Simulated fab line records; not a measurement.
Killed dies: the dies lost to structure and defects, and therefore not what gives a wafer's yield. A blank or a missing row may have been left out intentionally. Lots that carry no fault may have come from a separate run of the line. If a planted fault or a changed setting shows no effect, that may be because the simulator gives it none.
Which tool is to blame? || flow n5 finfet || 23 lots, 69 wafers sampled, at 4 steps of a route of 1938

WHAT THE GAUGES SHOWED, per wafer
N5_DUMMY_GATE_CD_MEAS_24: target cd 15 nm.
{"lot": "L074", "measured": "day 3 00:49", "on": "cd sem-03", "cd nm (nm)": "15.2 15.2 14.9"}
{"lot": "L075", "measured": "day 3 07:47", "on": "cd sem-02", "cd nm (nm)": "14.6 14.8 14.8"}
{"lot": "L076", "measured": "day 3 12:29", "on": "cd sem-01", "cd nm (nm)": "14.9 15.2 15.4"}
{"lot": "L077", "measured": "day 3 18:01", "on": "cd sem-01", "cd nm (nm)": "15.1 15.0 14.9"}
{"lot": "L078", "measured": "day 3 23:07", "on": "cd sem-03", "cd nm (nm)": "15.2 15.1 15.2"}
{"lot": "L079", "measured": "day 4 08:28", "on": "cd sem-01", "cd nm (nm)": "15.2 15.0 14.7"}
{"lot": "L080", "measured": "day 4 13:22", "on": "cd sem-03", "cd nm (nm)": "14.7 14.6 15.1"}
{"lot": "L081", "measured": "day 4 17:05", "on": "cd sem-01", "cd nm (nm)": "15.0 15.2 14.7"}
{"lot": "L082", "measured": "day 4 23:57", "on": "cd sem-01", "cd nm (nm)": "15.3 14.3 14.5"}
{"lot": "L084", "measured": "day 5 10:43", "on": "cd sem-01", "cd nm (nm)": "15.1 15.2 15.2"}
{"lot": "L085", "measured": "day 5 16:28", "on": "cd sem-02", "cd nm (nm)": "15.1 15.5 15.0"}
{"lot": "L086", "measured": "day 5 23:29", "on": "cd sem-02", "cd nm (nm)": "15.4 15.2 14.8"}
{"lot": "L087", "measured": "day 6 05:17", "on": "cd sem-03", "cd nm (nm)": "15.2 14.9 14.7"}
{"lot": "L088", "measured": "day 6 10:40", "on": "cd sem-01", "cd nm (nm)": "15.2 14.7 14.6"}
{"lot": "L089", "measured": "day 6 18:28", "on": "cd sem-03", "cd nm (nm)": "14.7 14.5 14.9"}
{"lot": "L090", "measured": "day 6 23:44", "on": "cd sem-01", "cd nm (nm)": "15.3 15.1 15.3"}
{"lot": "L091", "measured": "day 7 03:50", "on": "cd sem-02", "cd nm (nm)": "15.8 14.6 15.0"}
{"lot": "L092", "measured": "day 7 10:46", "on": "cd sem-03", "cd nm (nm)": "15.1 14.9 14.9"}
{"lot": "L093", "measured": "day 7 18:34", "on": "cd sem-02", "cd nm (nm)": "15.3 14.9 15.0"}
{"lot": "L094", "measured": "day 8 04:33", "on": "cd sem-01", "cd nm (nm)": "14.5 14.7 15.4"}
{"lot": "L095", "measured": "day 8 08:31", "on": "cd sem-01", "cd nm (nm)": "14.1 14.6 14.5"}
{"lot": "L096", "measured": "day 8 15:02", "on": "cd sem-02", "cd nm (nm)": "14.4 14.9 15.1"}
{"lot": "L097", "measured": "day 8 16:16", "on": "cd sem-01", "cd nm (nm)": "14.9 15.2 14.9"}

TOOL THAT RAN EACH LOT (tool first, then ch and the chambers of the sampled wafers, then the start)
{"lot": "L074", "N5_FIN_CUT_CUT_ETCH_27": "rie diel-03 ch 1,2, day 2 04:58", "N5_DUMMY_GATE_DESCUM_20": "rie diel-03 ch 2,3, day 2 23:56", "N5_DUMMY_GATE_ETCH_29": "rie diel-03 ch 2,3, day 3 00:01"}
{"lot": "L075", "N5_FIN_CUT_CUT_ETCH_27": "rie diel-06 ch 1,3, day 2 10:37", "N5_DUMMY_GATE_DESCUM_20": "rie diel-06 ch 0,1, day 3 06:55", "N5_DUMMY_GATE_ETCH_29": "rie diel-06 ch 0,1, day 3 06:59"}
{"lot": "L076", "N5_FIN_CUT_CUT_ETCH_27": "rie diel-06 ch 0,1,2, day 2 16:57", "N5_DUMMY_GATE_DESCUM_20": "rie diel-03 ch 0,1,2, day 3 11:22", "N5_DUMMY_GATE_ETCH_29": "rie diel-03 ch 0,1,2, day 3 11:26"}
{"lot": "L077", "N5_FIN_CUT_CUT_ETCH_27": "rie diel-06 ch 2,3, day 2 21:43", "N5_DUMMY_GATE_DESCUM_20": "rie diel-06 ch 0,1,3, day 3 16:59", "N5_DUMMY_GATE_ETCH_29": "rie diel-06 ch 0,1,3, day 3 17:03"}
{"lot": "L078", "N5_FIN_CUT_CUT_ETCH_27": "rie diel-06 ch 0,1,2, day 3 04:26", "N5_DUMMY_GATE_DESCUM_20": "rie diel-06 ch 0,1,3, day 3 22:15", "N5_DUMMY_GATE_ETCH_29": "rie diel-06 ch 0,1,3, day 3 22:19"}
{"lot": "L079", "N5_FIN_CUT_CUT_ETCH_27": "rie diel-06 ch 0,2, day 3 11:39", "N5_DUMMY_GATE_DESCUM_20": "rie diel-02 ch 0,1,2, day 4 07:30", "N5_DUMMY_GATE_ETCH_29": "rie diel-02 ch 0,1,2, day 4 07:34"}
{"lot": "L080", "N5_FIN_CUT_CUT_ETCH_27": "rie diel-03 ch 0,2,3, day 3 17:41", "N5_DUMMY_GATE_DESCUM_20": "rie diel-02 ch 1,2,3, day 4 12:14", "N5_DUMMY_GATE_ETCH_29": "rie diel-02 ch 1,2,3, day 4 12:18"}
{"lot": "L081", "N5_FIN_CUT_CUT_ETCH_27": "rie diel-02 ch 1,2, day 3 22:02", "N5_DUMMY_GATE_DESCUM_20": "rie diel-02 ch 0,2, day 4 16:05", "N5_DUMMY_GATE_ETCH_29": "rie diel-02 ch 0,2, day 4 16:08"}
{"lot": "L082", "N5_FIN_CUT_CUT_ETCH_27": "rie diel-02 ch 0,1,2, day 4 04:31", "N5_DUMMY_GATE_DESCUM_20": "rie diel-03 ch 0,3, day 4 23:05", "N5_DUMMY_GATE_ETCH_29": "rie diel-03 ch 0,3, day 4 23:09"}
{"lot": "L084", "N5_FIN_CUT_CUT_ETCH_27": "rie diel-03 ch 0,2,3, day 4 15:24", "N5_DUMMY_GATE_DESCUM_20": "rie diel-02 ch 1,3, day 5 09:51", "N5_DUMMY_GATE_ETCH_29": "rie diel-02 ch 1,3, day 5 09:55"}
{"lot": "L085", "N5_FIN_CUT_CUT_ETCH_27": "rie diel-02 ch 0,2,3, day 4 21:11", "N5_DUMMY_GATE_DESCUM_20": "rie diel-03 ch 0,1,2, day 5 15:22", "N5_DUMMY_GATE_ETCH_29": "rie diel-03 ch 0,1,2, day 5 15:25"}
{"lot": "L086", "N5_FIN_CUT_CUT_ETCH_27": "rie diel-06 ch 0,1,3, day 5 03:42", "N5_DUMMY_GATE_DESCUM_20": "rie diel-02 ch 1,2,3, day 5 22:30", "N5_DUMMY_GATE_ETCH_29": "rie diel-02 ch 1,2,3, day 5 22:34"}
{"lot": "L087", "N5_FIN_CUT_CUT_ETCH_27": "rie diel-06 ch 0,2,3, day 5 09:22", "N5_DUMMY_GATE_DESCUM_20": "rie diel-03 ch 1,2, day 6 04:10", "N5_DUMMY_GATE_ETCH_29": "rie diel-03 ch 1,2, day 6 04:14"}
{"lot": "L088", "N5_FIN_CUT_CUT_ETCH_27": "rie diel-06 ch 0,1,2, day 5 15:12", "N5_DUMMY_GATE_DESCUM_20": "rie diel-02 ch 1,2,3, day 6 09:47", "N5_DUMMY_GATE_ETCH_29": "rie diel-02 ch 1,2,3, day 6 09:51"}
{"lot": "L089", "N5_FIN_CUT_CUT_ETCH_27": "rie diel-02 ch 1,2,3, day 5 22:17", "N5_DUMMY_GATE_DESCUM_20": "rie diel-06 ch 0,2,3, day 6 17:28", "N5_DUMMY_GATE_ETCH_29": "rie diel-06 ch 0,2,3, day 6 17:32"}
{"lot": "L090", "N5_FIN_CUT_CUT_ETCH_27": "rie diel-06 ch 1,2, day 6 04:50", "N5_DUMMY_GATE_DESCUM_20": "rie diel-02 ch 1,2,3, day 6 22:52", "N5_DUMMY_GATE_ETCH_29": "rie diel-02 ch 1,2,3, day 6 22:55"}
{"lot": "L091", "N5_FIN_CUT_CUT_ETCH_27": "rie diel-02 ch 0,1,3, day 6 09:04", "N5_DUMMY_GATE_DESCUM_20": "rie diel-02 ch 0,2, day 7 02:58", "N5_DUMMY_GATE_ETCH_29": "rie diel-02 ch 0,2, day 7 03:01"}
{"lot": "L092", "N5_FIN_CUT_CUT_ETCH_27": "rie diel-02 ch 0,3, day 6 15:25", "N5_DUMMY_GATE_DESCUM_20": "rie diel-03 ch 0,3, day 7 09:47", "N5_DUMMY_GATE_ETCH_29": "rie diel-03 ch 0,3, day 7 09:50"}
{"lot": "L093", "N5_FIN_CUT_CUT_ETCH_27": "rie diel-06 ch 0,1,2, day 6 21:01", "N5_DUMMY_GATE_DESCUM_20": "rie diel-06 ch 0,2, day 7 17:35", "N5_DUMMY_GATE_ETCH_29": "rie diel-06 ch 0,2, day 7 17:40"}
{"lot": "L094", "N5_FIN_CUT_CUT_ETCH_27": "rie diel-02 ch 0,2,3, day 7 04:46", "N5_DUMMY_GATE_DESCUM_20": "rie diel-06 ch 0,1,3, day 8 03:41", "N5_DUMMY_GATE_ETCH_29": "rie diel-06 ch 0,1,3, day 8 03:45"}
{"lot": "L095", "N5_FIN_CUT_CUT_ETCH_27": "rie diel-02 ch 0,1,2, day 7 10:43", "N5_DUMMY_GATE_DESCUM_20": "rie diel-02 ch 0,1, day 8 07:28", "N5_DUMMY_GATE_ETCH_29": "rie diel-02 ch 0,1, day 8 07:32"}
{"lot": "L096", "N5_FIN_CUT_CUT_ETCH_27": "rie diel-03 ch 0,2,3, day 7 17:33", "N5_DUMMY_GATE_DESCUM_20": "rie diel-02 ch 0,1, day 8 14:10", "N5_DUMMY_GATE_ETCH_29": "rie diel-02 ch 0,1, day 8 14:13"}
{"lot": "L097", "N5_FIN_CUT_CUT_ETCH_27": "rie diel-06 ch 0,3, day 7 21:27", "N5_DUMMY_GATE_DESCUM_20": "rie diel-03 ch 1,3, day 8 15:24", "N5_DUMMY_GATE_ETCH_29": "rie diel-03 ch 1,3, day 8 15:28"}
- N5_FIN_CUT_CUT_ETCH_27: etches SiO2 in CHF3/O2, target depth 4 nm, overetch 2 nm, time 4.9 s.
- N5_DUMMY_GATE_DESCUM_20: chemistry O2, time 6.2 s.
- N5_DUMMY_GATE_ETCH_29: etches underlayer in N2/H2, target depth 13 nm.

AS READ BY THE TOOLS THEMSELVES (means over the sampled wafers that have a number; for cases with no such wafer, the mark the record gives instead)
N5_FIN_CUT_CUT_ETCH_27.
{"lot": "L074", "tool": "rie diel-03", "drypump motor current A (A)": 5.8, "oes product au (a.u.)": 0.59, "rf vpp V (V)": 528, "showerhead plenum p Torr (Torr)": 2.43, "throttle valve pct (%)": 18.90}
{"lot": "L075", "tool": "rie diel-06", "drypump motor current A (A)": 5.5, "oes product au (a.u.)": 0.58, "rf vpp V (V)": 525, "showerhead plenum p Torr (Torr)": 2.44, "throttle valve pct (%)": 19.10}
{"lot": "L076", "tool": "rie diel-06", "drypump motor current A (A)": 5.8, "oes product au (a.u.)": 0.59, "rf vpp V (V)": 521, "showerhead plenum p Torr (Torr)": 2.40, "throttle valve pct (%)": 18.90}
{"lot": "L077", "tool": "rie diel-06", "drypump motor current A (A)": 5.8, "oes product au (a.u.)": 0.59, "rf vpp V (V)": 520, "showerhead plenum p Torr (Torr)": 2.38, "throttle valve pct (%)": 18.92}
{"lot": "L078", "tool": "rie diel-06", "drypump motor current A (A)": 5.7, "oes product au (a.u.)": 0.58, "rf vpp V (V)": 521, "showerhead plenum p Torr (Torr)": 2.40, "throttle valve pct (%)": 18.90}
{"lot": "L079", "tool": "rie diel-06", "drypump motor current A (A)": 6.0, "oes product au (a.u.)": 0.59, "rf vpp V (V)": 517, "showerhead plenum p Torr (Torr)": 2.34, "throttle valve pct (%)": 18.72}
{"lot": "L080", "tool": "rie diel-03", "drypump motor current A (A)": 5.2, "oes product au (a.u.)": 0.62, "rf vpp V (V)": 523, "showerhead plenum p Torr (Torr)": 2.32, "throttle valve pct (%)": 18.83}
{"lot": "L081", "tool": "rie diel-02", "drypump motor current A (A)": 6.2, "oes product au (a.u.)": 0.58, "rf vpp V (V)": 523, "showerhead plenum p Torr (Torr)": 2.49, "throttle valve pct (%)": 18.94}
{"lot": "L082", "tool": "rie diel-02", "drypump motor current A (A)": 6.0, "oes product au (a.u.)": 0.57, "rf vpp V (V)": 522, "showerhead plenum p Torr (Torr)": 2.46, "throttle valve pct (%)": 18.97}
{"lot": "L084", "tool": "rie diel-03", "drypump motor current A (A)": 5.2, "oes product au (a.u.)": 0.61, "rf vpp V (V)": 523, "showerhead plenum p Torr (Torr)": 2.32, "throttle valve pct (%)": 18.85}
{"lot": "L085", "tool": "rie diel-02", "drypump motor current A (A)": 5.8, "oes product au (a.u.)": 0.60, "rf vpp V (V)": 520, "showerhead plenum p Torr (Torr)": 2.42, "throttle valve pct (%)": 19.03}
{"lot": "L086", "tool": "rie diel-06", "drypump motor current A (A)": 5.4, "oes product au (a.u.)": 0.55, "rf vpp V (V)": 524, "showerhead plenum p Torr (Torr)": 2.43, "throttle valve pct (%)": 19.08}
{"lot": "L087", "tool": "rie diel-06", "drypump motor current A (A)": 5.7, "oes product au (a.u.)": 0.57, "rf vpp V (V)": 519, "showerhead plenum p Torr (Torr)": 2.37, "throttle valve pct (%)": 18.92}
{"lot": "L088", "tool": "rie diel-06", "drypump motor current A (A)": 5.8, "oes product au (a.u.)": 0.57, "rf vpp V (V)": 521, "showerhead plenum p Torr (Torr)": 2.40, "throttle valve pct (%)": 18.92}
{"lot": "L089", "tool": "rie diel-02", "drypump motor current A (A)": 6.1, "oes product au (a.u.)": 0.66, "rf vpp V (V)": 522, "showerhead plenum p Torr (Torr)": 2.44, "throttle valve pct (%)": 18.88}
{"lot": "L090", "tool": "rie diel-06", "drypump motor current A (A)": 6.2, "oes product au (a.u.)": 0.59, "rf vpp V (V)": 521, "showerhead plenum p Torr (Torr)": 2.38, "throttle valve pct (%)": 18.82}
{"lot": "L091", "tool": "rie diel-02", "drypump motor current A (A)": 5.9, "oes product au (a.u.)": 0.72, "rf vpp V (V)": 519, "showerhead plenum p Torr (Torr)": 2.40, "throttle valve pct (%)": 18.80}
{"lot": "L092", "tool": "rie diel-02", "drypump motor current A (A)": 5.7, "oes product au (a.u.)": 0.68, "rf vpp V (V)": 518, "showerhead plenum p Torr (Torr)": 2.35, "throttle valve pct (%)": 18.98}
{"lot": "L093", "tool": "rie diel-06", "drypump motor current A (A)": 5.8, "oes product au (a.u.)": 0.65, "rf vpp V (V)": 522, "showerhead plenum p Torr (Torr)": 2.39, "throttle valve pct (%)": 18.81}
{"lot": "L094", "tool": "rie diel-02", "drypump motor current A (A)": 5.8, "oes product au (a.u.)": 0.66, "rf vpp V (V)": 521, "showerhead plenum p Torr (Torr)": 2.41, "throttle valve pct (%)": 18.91}
{"lot": "L095", "tool": "rie diel-02", "drypump motor current A (A)": 6.0, "oes product au (a.u.)": 0.69, "rf vpp V (V)": 521, "showerhead plenum p Torr (Torr)": 2.45, "throttle valve pct (%)": 18.72}
{"lot": "L096", "tool": "rie diel-03", "drypump motor current A (A)": 5.2, "oes product au (a.u.)": 0.66, "rf vpp V (V)": 524, "showerhead plenum p Torr (Torr)": 2.40, "throttle valve pct (%)": 18.75}
{"lot": "L097", "tool": "rie diel-06", "drypump motor current A (A)": 5.3, "oes product au (a.u.)": 0.69, "rf vpp V (V)": 519, "showerhead plenum p Torr (Torr)": 2.39, "throttle valve pct (%)": 18.80}

N5_DUMMY_GATE_DESCUM_20.
{"lot": "L074", "tool": "rie diel-03", "drypump motor current A (A)": 5.4, "o2 flow sccm (sccm)": 224.4, "oes product au (a.u.)": 0.69, "rf vpp V (V)": 241.6, "showerhead plenum p Torr (Torr)": 1.98, "throttle valve pct (%)": 20.58}
{"lot": "L075", "tool": "rie diel-06", "drypump motor current A (A)": 5.5, "o2 flow sccm (sccm)": 225.2, "oes product au (a.u.)": 0.72, "rf vpp V (V)": 243.8, "showerhead plenum p Torr (Torr)": 2.14, "throttle valve pct (%)": 20.71}
{"lot": "L076", "tool": "rie diel-03", "drypump motor current A (A)": 5.4, "o2 flow sccm (sccm)": 225.3, "oes product au (a.u.)": 0.80, "rf vpp V (V)": 242.9, "showerhead plenum p Torr (Torr)": 2.07, "throttle valve pct (%)": 20.40}
{"lot": "L077", "tool": "rie diel-06", "drypump motor current A (A)": 5.4, "o2 flow sccm (sccm)": 224.9, "oes product au (a.u.)": 0.71, "rf vpp V (V)": 243.5, "showerhead plenum p Torr (Torr)": 2.11, "throttle valve pct (%)": 20.64}
{"lot": "L078", "tool": "rie diel-06", "drypump motor current A (A)": 5.4, "o2 flow sccm (sccm)": 224.9, "oes product au (a.u.)": 0.71, "rf vpp V (V)": 242.7, "showerhead plenum p Torr (Torr)": 2.11, "throttle valve pct (%)": 20.63}
{"lot": "L079", "tool": "rie diel-02", "drypump motor current A (A)": 6.0, "o2 flow sccm (sccm)": 225.4, "oes product au (a.u.)": 0.72, "rf vpp V (V)": 243.9, "showerhead plenum p Torr (Torr)": 2.14, "throttle valve pct (%)": 20.58}
{"lot": "L080", "tool": "rie diel-02", "drypump motor current A (A)": 6.0, "o2 flow sccm (sccm)": 224.4, "oes product au (a.u.)": 0.76, "rf vpp V (V)": 244.0, "showerhead plenum p Torr (Torr)": 2.12, "throttle valve pct (%)": 20.58}
{"lot": "L081", "tool": "rie diel-02", "drypump motor current A (A)": 5.9, "o2 flow sccm (sccm)": 224.6, "oes product au (a.u.)": 0.73, "rf vpp V (V)": 243.7, "showerhead plenum p Torr (Torr)": 2.16, "throttle valve pct (%)": 20.58}
{"lot": "L082", "tool": "rie diel-03", "drypump motor current A (A)": 5.2, "o2 flow sccm (sccm)": 224.9, "oes product au (a.u.)": 0.75, "rf vpp V (V)": 241.0, "showerhead plenum p Torr (Torr)": 2.01, "throttle valve pct (%)": 20.46}
{"lot": "L084", "tool": "rie diel-02", "drypump motor current A (A)": 6.1, "o2 flow sccm (sccm)": 224.5, "oes product au (a.u.)": 0.92, "rf vpp V (V)": 243.8, "showerhead plenum p Torr (Torr)": 2.10, "throttle valve pct (%)": 20.35}
{"lot": "L085", "tool": "rie diel-03", "drypump motor current A (A)": 5.3, "o2 flow sccm (sccm)": 224.6, "oes product au (a.u.)": 0.78, "rf vpp V (V)": 243.0, "showerhead plenum p Torr (Torr)": 2.07, "throttle valve pct (%)": 20.43}
{"lot": "L086", "tool": "rie diel-02", "drypump motor current A (A)": 6.0, "o2 flow sccm (sccm)": 225.0, "oes product au (a.u.)": 0.83, "rf vpp V (V)": 243.9, "showerhead plenum p Torr (Torr)": 2.12, "throttle valve pct (%)": 20.46}
{"lot": "L087", "tool": "rie diel-03", "drypump motor current A (A)": 5.6, "o2 flow sccm (sccm)": 224.6, "oes product au (a.u.)": 0.72, "rf vpp V (V)": 242.3, "showerhead plenum p Torr (Torr)": 2.04, "throttle valve pct (%)": 20.58}
{"lot": "L088", "tool": "rie diel-02", "drypump motor current A (A)": 6.0, "o2 flow sccm (sccm)": 225.0, "oes product au (a.u.)": 0.83, "rf vpp V (V)": 243.8, "showerhead plenum p Torr (Torr)": 2.12, "throttle valve pct (%)": 20.48}
{"lot": "L089", "tool": "rie diel-06", "drypump motor current A (A)": 5.7, "o2 flow sccm (sccm)": 225.0, "oes product au (a.u.)": 0.82, "rf vpp V (V)": 242.9, "showerhead plenum p Torr (Torr)": 2.05, "throttle valve pct (%)": 20.37}
{"lot": "L090", "tool": "rie diel-02", "drypump motor current A (A)": 6.0, "o2 flow sccm (sccm)": 225.2, "oes product au (a.u.)": 0.83, "rf vpp V (V)": 242.7, "showerhead plenum p Torr (Torr)": 2.12, "throttle valve pct (%)": 20.47}
{"lot": "L091", "tool": "rie diel-02", "drypump motor current A (A)": 5.9, "o2 flow sccm (sccm)": 224.7, "oes product au (a.u.)": 0.82, "rf vpp V (V)": 244.8, "showerhead plenum p Torr (Torr)": 2.15, "throttle valve pct (%)": 20.48}
{"lot": "L092", "tool": "rie diel-03", "drypump motor current A (A)": 5.0, "o2 flow sccm (sccm)": 225.2, "oes product au (a.u.)": 0.88, "rf vpp V (V)": 242.9, "showerhead plenum p Torr (Torr)": 2.11, "throttle valve pct (%)": 20.21}
{"lot": "L093", "tool": "rie diel-06", "drypump motor current A (A)": 6.0, "o2 flow sccm (sccm)": 225.6, "oes product au (a.u.)": 0.82, "rf vpp V (V)": 241.7, "showerhead plenum p Torr (Torr)": 2.03, "throttle valve pct (%)": 20.25}
{"lot": "L094", "tool": "rie diel-06", "drypump motor current A (A)": 5.4, "o2 flow sccm (sccm)": 225.2, "oes product au (a.u.)": 0.78, "rf vpp V (V)": 243.6, "showerhead plenum p Torr (Torr)": 2.10, "throttle valve pct (%)": 20.58}
{"lot": "L095", "tool": "rie diel-02", "drypump motor current A (A)": 6.1, "o2 flow sccm (sccm)": 225.5, "oes product au (a.u.)": 0.91, "rf vpp V (V)": 243.8, "showerhead plenum p Torr (Torr)": 2.11, "throttle valve pct (%)": 20.25}
{"lot": "L096", "tool": "rie diel-02", "drypump motor current A (A)": 5.8, "o2 flow sccm (sccm)": 224.5, "oes product au (a.u.)": 0.92, "rf vpp V (V)": 242.6, "showerhead plenum p Torr (Torr)": 2.09, "throttle valve pct (%)": 20.31}
{"lot": "L097", "tool": "rie diel-03", "drypump motor current A (A)": 5.9, "o2 flow sccm (sccm)": 225.1, "oes product au (a.u.)": 0.79, "rf vpp V (V)": 244.5, "showerhead plenum p Torr (Torr)": 2.18, "throttle valve pct (%)": 20.43}

N5_DUMMY_GATE_ETCH_29.
{"lot": "L074", "tool": "rie diel-03", "drypump motor current A (A)": 5.4, "oes product au (a.u.)": 0.69, "rf vpp V (V)": 520.5, "showerhead plenum p Torr (Torr)": 2.41, "throttle valve pct (%)": 18.03}
{"lot": "L075", "tool": "rie diel-06", "drypump motor current A (A)": 5.5, "oes product au (a.u.)": 0.72, "rf vpp V (V)": 525.0, "showerhead plenum p Torr (Torr)": 2.59, "throttle valve pct (%)": 18.13}
{"lot": "L076", "tool": "rie diel-03", "drypump motor current A (A)": 5.4, "oes product au (a.u.)": 0.80, "rf vpp V (V)": 523.1, "showerhead plenum p Torr (Torr)": 2.52, "throttle valve pct (%)": 17.87}
{"lot": "L077", "tool": "rie diel-06", "drypump motor current A (A)": 5.4, "oes product au (a.u.)": 0.71, "rf vpp V (V)": 524.7, "showerhead plenum p Torr (Torr)": 2.56, "throttle valve pct (%)": 18.10}
{"lot": "L078", "tool": "rie diel-06", "drypump motor current A (A)": 5.4, "oes product au (a.u.)": 0.71, "rf vpp V (V)": 525.0, "showerhead plenum p Torr (Torr)": 2.56, "throttle valve pct (%)": 18.10}
{"lot": "L079", "tool": "rie diel-02", "drypump motor current A (A)": 6.0, "oes product au (a.u.)": 0.72, "rf vpp V (V)": 525.4, "showerhead plenum p Torr (Torr)": 2.58, "throttle valve pct (%)": 17.98}
{"lot": "L080", "tool": "rie diel-02", "drypump motor current A (A)": 6.0, "oes product au (a.u.)": 0.76, "rf vpp V (V)": 524.2, "showerhead plenum p Torr (Torr)": 2.58, "throttle valve pct (%)": 18.02}
{"lot": "L081", "tool": "rie diel-02", "drypump motor current A (A)": 5.9, "oes product au (a.u.)": 0.74, "rf vpp V (V)": 526.1, "showerhead plenum p Torr (Torr)": 2.60, "throttle valve pct (%)": 17.91}
{"lot": "L082", "tool": "rie diel-03", "drypump motor current A (A)": 5.3, "oes product au (a.u.)": 0.73, "rf vpp V (V)": 520.3, "showerhead plenum p Torr (Torr)": 2.43, "throttle valve pct (%)": 17.88}
{"lot": "L084", "tool": "rie diel-02", "drypump motor current A (A)": 6.1, "oes product au (a.u.)": 0.92, "rf vpp V (V)": 524.3, "showerhead plenum p Torr (Torr)": 2.56, "throttle valve pct (%)": 17.81}
{"lot": "L085", "tool": "rie diel-03", "drypump motor current A (A)": 5.4, "oes product au (a.u.)": 0.78, "rf vpp V (V)": 522.1, "showerhead plenum p Torr (Torr)": 2.51, "throttle valve pct (%)": 17.90}
{"lot": "L086", "tool": "rie diel-02", "drypump motor current A (A)": 6.0, "oes product au (a.u.)": 0.84, "rf vpp V (V)": 525.1, "showerhead plenum p Torr (Torr)": 2.57, "throttle valve pct (%)": 17.88}
{"lot": "L087", "tool": "rie diel-03", "drypump motor current A (A)": 5.5, "oes product au (a.u.)": 0.72, "rf vpp V (V)": 522.4, "showerhead plenum p Torr (Torr)": 2.48, "throttle valve pct (%)": 18.08}
{"lot": "L088", "tool": "rie diel-02", "drypump motor current A (A)": 6.1, "oes product au (a.u.)": 0.83, "rf vpp V (V)": 524.2, "showerhead plenum p Torr (Torr)": 2.57, "throttle valve pct (%)": 17.89}
{"lot": "L089", "tool": "rie diel-06", "drypump motor current A (A)": 5.7, "oes product au (a.u.)": 0.83, "rf vpp V (V)": 522.4, "showerhead plenum p Torr (Torr)": 2.49, "throttle valve pct (%)": 17.80}
{"lot": "L090", "tool": "rie diel-02", "drypump motor current A (A)": 6.0, "oes product au (a.u.)": 0.83, "rf vpp V (V)": 525.3, "showerhead plenum p Torr (Torr)": 2.57, "throttle valve pct (%)": 17.89}
{"lot": "L091", "tool": "rie diel-02", "drypump motor current A (A)": 5.9, "oes product au (a.u.)": 0.82, "rf vpp V (V)": 524.8, "showerhead plenum p Torr (Torr)": 2.59, "throttle valve pct (%)": 17.80}
{"lot": "L092", "tool": "rie diel-03", "drypump motor current A (A)": 5.0, "oes product au (a.u.)": 0.88, "rf vpp V (V)": 524.6, "showerhead plenum p Torr (Torr)": 2.57, "throttle valve pct (%)": 17.60}
{"lot": "L093", "tool": "rie diel-06", "drypump motor current A (A)": 6.0, "oes product au (a.u.)": 0.82, "rf vpp V (V)": 521.6, "showerhead plenum p Torr (Torr)": 2.45, "throttle valve pct (%)": 17.64}
{"lot": "L094", "tool": "rie diel-06", "drypump motor current A (A)": 5.4, "oes product au (a.u.)": 0.79, "rf vpp V (V)": 523.6, "showerhead plenum p Torr (Torr)": 2.55, "throttle valve pct (%)": 18.01}
{"lot": "L095", "tool": "rie diel-02", "drypump motor current A (A)": 6.1, "oes product au (a.u.)": 0.91, "rf vpp V (V)": 524.9, "showerhead plenum p Torr (Torr)": 2.56, "throttle valve pct (%)": 17.69}
{"lot": "L096", "tool": "rie diel-02", "drypump motor current A (A)": 5.9, "oes product au (a.u.)": 0.92, "rf vpp V (V)": 522.8, "showerhead plenum p Torr (Torr)": 2.52, "throttle valve pct (%)": 17.68}
{"lot": "L097", "tool": "rie diel-03", "drypump motor current A (A)": 5.9, "oes product au (a.u.)": 0.80, "rf vpp V (V)": 526.5, "showerhead plenum p Torr (Torr)": 2.65, "throttle valve pct (%)": 17.97}

THE ANSWER, worked out from the rows above alone
Rule: the usual values come from the lots themselves. The widest of any qualifying gaps counts: lots, ordered by their means at a reading, are off when they make up no more than a third of the lots, leave a main group of 4 or more, and stand apart from it by 3 or more times the standard deviation of that group's means. A main group is skipped when, at the precision printed for the reading in the tables above, its means are all equal. Also off: a lot with no number at a reading for which 4 or more lots have one. All remaining lots with rows at the step are treated as sound. After the gauges, taken in route order, come the tools' own readings; for these a lot's mean is taken, as printed above. The first step at which some lot is off is used, and at that step the reading that is off furthest; a lot without a number counts as furthest.
No lot is off on any of the readings shown, so nothing can be concluded from this.

WHAT THE SIMULATOR HAD PUT IN
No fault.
